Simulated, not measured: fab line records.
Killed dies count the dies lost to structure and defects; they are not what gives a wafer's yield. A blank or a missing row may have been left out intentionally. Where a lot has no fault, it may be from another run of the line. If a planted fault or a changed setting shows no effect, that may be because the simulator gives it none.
A lot that was struck, set against a sound lot / flow n5-finfet / 36 steps out of a route of 1938
Sound: wafers L193.1, L193.4, L193.5. Struck: wafer L207.5. (L207.4 of the same lot was not struck and is left out.) The cause comes at the end.
For every step that has rows: the tool of each side, followed by ch and its chambers, followed by its first start. Under that, the readings that differ: sound wafers / struck wafers / difference of the means / sigmas: that difference in standard deviations of wafers without a fault.
alike: words and numbers the same on both sides, and readings whose means are apart by under 2 such deviations; not compared: readings that were withheld, readings missing a value for some wafer, numbers with overlapping values and no deviation given by the record, and bounds like >300 which may hide the same value.
Wherever a step has rows on one side only, a row that says differs or no value, or a row with sigmas, the two part there. Numbers that don't overlap but have no deviation are shown without sigmas and don't part them. Lack of a reading on every wafer of one side parts them only where that side has two or more wafers.

first, 9 steps without rows for these wafers: N5_BEOL_M10_COAT_60 (time 60 s, resist thk 30 nm); N5_BEOL_M10_COAT_05 (resist thk 90 nm); N5_BEOL_M10_EBR_07; N5_BEOL_M10_SOFTBAKE_06 (time 60 s); N5_BEOL_M10_EXPOSE_08 (exposes mask M10); N5_BEOL_M10_PEB_09 (peb time 60 s); N5_BEOL_M10_DEVELOP_10 (develop time 30 s); N5_BEOL_M10_DESCUM_16 (chemistry O2, time 7.9 s); N5_BEOL_M10_ETCH_61 (etches SiARC in CF4, target depth 39 nm, time 65 s).
N5_BEOL_M10_ETCH_62: etches SOC in N2/H2, target depth 110 nm, overetch 22 nm, time 165 s.
  sound on rie-diel-02 ch 0,1,3, day 10 00:10; struck on rie-diel-02 ch 2, day 13 07:14
reading=model.SiARC_of_BEOL_M10_COAT_60.thk-nm (nm); sound=23.6 23.4 23.6; struck=19.8; difference=-3.7; sigmas=
reading=model.BEOL_M10.cd-offset-nm (nm); sound=-0.4 1.2 0; struck=2; difference=+2; sigmas=
  alike: drypump-motor-current-A, oes-product-au, rf-vpp-V, showerhead-plenum-p-Torr, throttle-valve-pct
  not compared: rf-hours-counter-h
then, 2 steps without rows for these wafers: N5_BEOL_M10_STRIP_68 (strips in N2/H2); N5_BEOL_M10_STRIP_67 (strips in CF4).
N5_BEOL_M10_HM_OPEN_17: chemistry Cl2/BCl3, target TiN, target depth 20 nm, overetch 6 nm.
  sound on rie-metal-01 ch 1, day 10 00:21; struck on rie-metal-01 ch 1, day 13 07:28
reading=model.BEOL_M10.cd-offset-nm (nm); sound=-0.2 1.2 0.2; struck=2; difference=+2; sigmas=
  alike: drypump-motor-current-A, oes_ar_750_au, oes-product-au, throttle-valve-pct
  not compared: rf-hours-counter-h
then, 1 step without rows for these wafers: N5_BEOL_M10_STRIP_19 (strips in O2).
N5_BEOL_M10_CD_MEAS_18: pitch 140 nm, target cd 70 nm.
  sound: cd-sem-01 at day 10 00:44; struck: cd-sem-03 at day 13 07:37
reading=cd-nm (nm); sound=69.4 71.1 70.2; struck=71.8; difference=+1.6; sigmas=+2
then, 20 steps without rows for these wafers: N5_BEOL_M10_COAT_63 (time 60 s, resist thk 100 nm); N5_BEOL_M10_COAT_64 (time 60 s, resist thk 30 nm); N5_BEOL_M10_COAT_22 (resist thk 90 nm); N5_BEOL_M10_EBR_24; N5_BEOL_M10_SOFTBAKE_23 (time 60 s); N5_BEOL_M10_EXPOSE_25 (exposes mask V9); N5_BEOL_M10_PEB_26 (peb time 60 s); N5_BEOL_M10_DEVELOP_27 (develop time 30 s); N5_BEOL_M10_DESCUM_33 (chemistry O2, time 7.9 s); N5_BEOL_M10_ETCH_65 (etches SiARC in CF4, target depth 39 nm, time 65 s); N5_BEOL_M10_ETCH_66 (etches SOC in N2/H2, target depth 120 nm, overetch 24 nm, time 180 s); N5_BEOL_M10_STRIP_69 (strips in N2/H2); N5_BEOL_M10_VIA_ETCH_34 (etches SiCOH lowk in C4F6/O2, target depth 184.5 nm, time 69.2 s); N5_BEOL_M10_STRIP_73 (strips in C4F6/O2); N5_BEOL_M10_STRIP_36 (strips in N2/H2); N5_BEOL_M10_TRENCH_ETCH_37 (etches SiCOH lowk in C4F6/O2, target depth 148.83 nm, time 48 s); N5_BEOL_M10_ETCH_41 (etches SiCN in CH3F/O2, target depth 42.6 nm, time 86 s); N5_BEOL_M10_STRIP_77 (strips in N2/H2, time 10 s); N5_BEOL_M10_HM_STRIP_39 (strips TiN in peroxide tin strip, target depth 25 nm, time 158 s); N5_BEOL_M10_SRD_40 (time 30 s).
-- a jump in the record: the struck wafers' starts before and after are 2 days apart (it breaks off in module BEOL_M10 and resumes in module PASSIVATION, where the first step shown is number 1936 of the route) --
N5_PASSIVATION_PROBE_49:
  sound: prober-02 at day 11 23:28; struck: prober-02 at day 15 10:11
  alike: defect-limited-yield, killed_at_M0_to_M3, killed_at_M4_up, killed-at-contacts, killed-at-front-end, killed-at-other, killed-dies, killed-open, killed-short, sort_bin_5_function, sort_bin_6_memory, sort-n-pass, sort-yield-pct

WHERE THEY PART
N5_BEOL_M10_CD_MEAS_18 only, going by this record. Later steps at which nothing parts them and some readings are alike: N5_PASSIVATION_PROBE_49.

WHY: what had been put in by the simulator
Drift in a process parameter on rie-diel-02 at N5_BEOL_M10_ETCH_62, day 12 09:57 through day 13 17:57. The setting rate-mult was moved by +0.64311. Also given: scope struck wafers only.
